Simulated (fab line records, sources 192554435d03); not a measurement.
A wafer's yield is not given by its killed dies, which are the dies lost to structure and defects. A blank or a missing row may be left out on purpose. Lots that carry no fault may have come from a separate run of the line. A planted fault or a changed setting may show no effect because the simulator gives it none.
Chamber matching	flow n5-finfet	N5_MOL_CONTACT_COAG_CMP_23 on cmp-03 has 4 sister chambers
The step polishes, stops on SiO2, t overpolish 1.5 s, target thk 0 nm. 4 wafers are shown with their chamber, then 8 later ones without.

## WAFERS, EACH WITH ITS CHAMBER
wafer	chamber	motor-current-A (A)
L083.3	2	6.6
L086.1	0	7.3
L086.3	1	10.0
L090.2	3	8.1

## WAFERS MISSING THEIR CHAMBER
wafer	motor-current-A (A)
L090.4	7.7
L090.6	7.1
L093.2	7.6
L093.4	9.7
L093.5	8.3
L094.3	8.2
L094.4	7.9
L094.5	7.0

## WHICH CHAMBER EACH ONE RAN IN
wafer	from the rows above	in truth
L090.4	can't be placed: 3 or 0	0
L090.6	can't be placed: 0 or 2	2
L093.2	can't be placed: 0 or 3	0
L093.4	1	1
L093.5	3	3
L094.3	3	3
L094.4	can't be placed: 3 or 0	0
L094.5	can't be placed: 0 or 2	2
Correct placement for 3 of the 8. Not placeable from these rows: 5 (in 5, the candidates include the true chamber). Wrongly placed: 0.
How it was worked out, from the rows above alone: a wafer's distance from a chamber is the root of the sum, over the readings, of the square of ((its reading less the chamber's mean) divided by the reading's scatter). The wafer belongs to the nearest chamber; if the next one is less than 2 further off, it can't be placed. The mean given for a chamber averages the wafers shown for that chamber. The scatter (one wafer shown for each chamber): square how far every hidden wafer sits from the nearest shown wafer, average those squares and take the square root.
